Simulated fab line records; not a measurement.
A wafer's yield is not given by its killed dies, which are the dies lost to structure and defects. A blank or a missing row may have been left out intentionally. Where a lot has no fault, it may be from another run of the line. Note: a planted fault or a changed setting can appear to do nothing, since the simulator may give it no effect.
Which of the tools did it?	flow nand harc	11 lots, 33 wafers sampled, at 2 steps of a route of 1302

## WHAT THE GAUGES READ, wafer by wafer
NHARC_P_GATE_CD_MEAS_26: the cd target is 120 nm.
lot	measured	on	cd nm (nm)
L204	day 4 21:39	cd sem-02	119.5 119.5 120.4
L205	day 5 13:18	cd sem-02	120.8 119.5 121.1
L206	day 6 01:08	cd sem-02	118.6 120.1 118.7
L207	day 6 02:32	cd sem-01	120.2 121.4 121.0
L208	day 6 14:11	cd sem-03	119.7 118.6 120.4
L210	day 7 09:53	cd sem-03	117.8 118.8 118.6
L212	day 8 05:59	cd sem-01	120.7 121.3 120.2
L213	day 8 22:51	cd sem-03	119.0 120.4 119.5
L216	day 10 08:22	cd sem-01	118.7 119.1 119.7
L217	day 10 08:31	cd sem-02	114.8 114.8 114.2
L227	day 14 11:14	cd sem-01	119.5 119.3 120.0

## WHAT TOOL EACH LOT RAN ON (gives the tool, then ch and the chambers of the sampled wafers, and finally the start)
lot	NHARC_P_GATE_EXPOSE_23
L204	arfi scanner-03 ch 0, day 4 21:31
L205	arfi scanner-01 ch 0, day 5 13:10
L206	arfi scanner-03 ch 0, day 6 01:00
L207	arfi scanner-03 ch 0, day 6 02:24
L208	arfi scanner-03 ch 0, day 6 14:03
L210	arfi scanner-01 ch 0, day 7 09:44
L212	arfi scanner-03 ch 0, day 8 05:51
L213	arfi scanner-02 ch 0, day 8 22:43
L216	arfi scanner-03 ch 0, day 10 08:14
L217	arfi scanner-02 ch 0, day 10 08:23
L227	arfi scanner-01 ch 0, day 14 11:05
- NHARC_P_GATE_EXPOSE_23: exposes mask P GATE, target cd 120 nm.

## THE ANSWER, worked out from the rows above alone
Rule: the usual values come from the lots themselves. The widest of any qualifying gaps counts: lots, ordered by their means at a reading, are off when they make up no more than a third of the lots, leave a main group of 4 or more, and stand apart from it by 3 or more times the standard deviation of that group's means. If all means in a main group match to the digits the tables above print for the reading, that group is not used. A lot without any number at a reading at which 4 lots or more have one is off too. All remaining lots with rows at the step are treated as sound.
Off at NHARC_P_GATE_CD_MEAS_26 (cd nm): L217. Mean 119.7 nm and standard deviation 0.73 in the main group.
A tool fits if, at a process step before that reading, it ran every lot that is off, and no sound lot after the first of them. Gauges at NHARC_P_GATE_CD_MEAS_26: tried the same way as those tools. Can't be told from this: 2 tools fit, arfi scanner-02 at NHARC_P_GATE_EXPOSE_23, cd sem-02 at NHARC_P_GATE_CD_MEAS_26.

## WHAT HAD BEEN PUT IN BY THE SIMULATOR
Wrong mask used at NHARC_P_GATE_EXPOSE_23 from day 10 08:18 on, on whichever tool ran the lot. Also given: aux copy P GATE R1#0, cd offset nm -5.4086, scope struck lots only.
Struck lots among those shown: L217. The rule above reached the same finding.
